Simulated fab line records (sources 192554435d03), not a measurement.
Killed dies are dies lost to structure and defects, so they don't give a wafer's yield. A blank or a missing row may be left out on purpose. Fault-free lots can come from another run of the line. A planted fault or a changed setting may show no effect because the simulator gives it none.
Split-lot experiment	flow n5Finfet	39 wafers read across 7 lots, on a route 1938 steps long

## THE SPLIT
At N5_BEOL_M14_DEP_53 (deposits SiCN from 3MS/NH3, target thk 50 nm, time 17.8 s), the setting timeS was moved away from the recipe's 17.8 s on 12 of the 39 wafers read, by -47.8% to +34.7%. For the rest of the wafers, this setting stayed at what the recipe calls for.

The reading comes from the split's own step.

## THE READING
SiCN_of_BEOL_M14_DEP_53.thkNm (the simulator's own value, which no gauge read), in nm, at N5_BEOL_M14_DEP_53 (deposits SiCN from 3MS/NH3, target thk 50 nm, time 17.8 s). The file does not state a usual value for it. Across the 27 wafers here that went through the recipe, the average is 50.2 nm and the standard deviation 0.67 nm.

wafer	tool, chamber at the split	timeS as run, s	against the recipe	SiCN_of_BEOL_M14_DEP_53.thkNm, nm	against lot-mates on the recipe
L078.2	pecvd-01, 2	17.8	recipe	49.4	-
L078.4	pecvd-01, 0	17.8	recipe	51.6	-
L078.6	pecvd-01, 1	17.8	recipe	50.2	-
L081.1	pecvd-02, 0	17.8	recipe	50	-
L081.2	pecvd-02, 2	17.8	recipe	50.8	-
L081.3	pecvd-02, 1	11.74	-34.0%	33.6	-17.2
L081.4	pecvd-02, 1	11.74	-34.0%	33.4	-17.4
L081.5	pecvd-02, 2	17.8	recipe	51.6	-
L081.6	pecvd-02, 0	11.74	-34.0%	34.4	-16.4
L087.1	pecvd-02, 1	17.8	recipe	50.4	-
L087.2	pecvd-02, 2	17.8	recipe	50	-
L087.3	pecvd-02, 0	17.8	recipe	50.6	-
L087.4	pecvd-02, 0	23.97	+34.7%	68	+17.7
L087.5	pecvd-02, 2	23.97	+34.7%	68.2	+17.9
L087.6	pecvd-02, 1	23.97	+34.7%	67.6	+17.3
L088.1	pecvd-01, 1	17.8	recipe	49.8	-
L088.2	pecvd-01, 2	9.288	-47.8%	26.4	-23.9
L088.3	pecvd-01, 0	17.8	recipe	50	-
L088.4	pecvd-01, 1	9.288	-47.8%	27.2	-23.1
L088.5	pecvd-01, 0	17.8	recipe	51	-
L088.6	pecvd-01, 2	9.288	-47.8%	27	-23.3
L094.1	pecvd-03, 1,2,0	17.8	recipe	50	-
L094.2	pecvd-03, 1,2,0	17.8	recipe	50	-
L094.3	pecvd-03, 1,2,0	17.8	recipe	50	-
L094.4	pecvd-03, 1	17.8	recipe	51	-
L094.5	pecvd-03, 0	17.8	recipe	50.8	-
L094.6	pecvd-03, 2	17.8	recipe	51.2	-
L097.1	pecvd-01, 0	17.8	recipe	49	-
L097.2	pecvd-01, 2	17.8	recipe	49.6	-
L097.3	pecvd-01, 0,2	17.8	recipe	50	-
L097.4	pecvd-01, 0,2	17.8	recipe	50	-
L097.5	pecvd-01, 0	17.8	recipe	50.2	-
L097.6	pecvd-01, 2	17.8	recipe	50.6	-
L095.1	pecvd-03, 1	22.34	+25.5%	60.8	+11.2
L095.2	pecvd-03, 0	17.8	recipe	49.8	-
L095.3	pecvd-03, 2	17.8	recipe	48.8	-
L095.4	pecvd-03, 1	22.34	+25.5%	62.6	+13.0
L095.5	pecvd-03, 2	22.34	+25.5%	61.8	+12.2
L095.6	pecvd-03, 0	17.8	recipe	50.2	-
If several chambers appear in one row, that row covers several wafers at once and the file leaves open which wafer was in which chamber.

THE FIT
A straight line over all 39 wafers: SiCN_of_BEOL_M14_DEP_53.thkNm changes by +0.488 nm for each +1% of timeS; r = +1.00; the points scatter about the line by 0.73 nm.
The same after taking each lot's own level away (the mean of its wafers on the recipe; 39 wafers): +0.494 nm for each +1%; r = +1.00; scatter 0.6 nm.
The reading moves by 24 nm for the largest change in timeS, on that fit.
From 49.60 to 50.80 nm: that is the span of the lots' own levels, equal to 1.8 times the standard deviation above.
The two slopes are in agreement: the lot-to-lot level therefore moves the slope only a little.
Check: with one of the wafers moved furthest among these (-47.8%) left out of the fit, the line predicts -23.6 nm for it against its lot-mates. It came out at -23.9 nm against them.

## THESE WAFERS: OTHER SPLITS
These wafers also went through other splits before the reading. Each is held against what the fit with the lots' levels taken away leaves over:
other split on the same wafers	wafers away from the commonest value	r with SiCN_of_BEOL_M14_DEP_53.thkNm (lot level and that fit taken away)
N5_BEOL_M11_VIA_ETCH_34 targetDepthA	18	-0.05

## FILE'S OWN FIT
SiCN_of_BEOL_M14_DEP_53.thkNm changes by +0.494 nm for each +1% of timeS, r = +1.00.
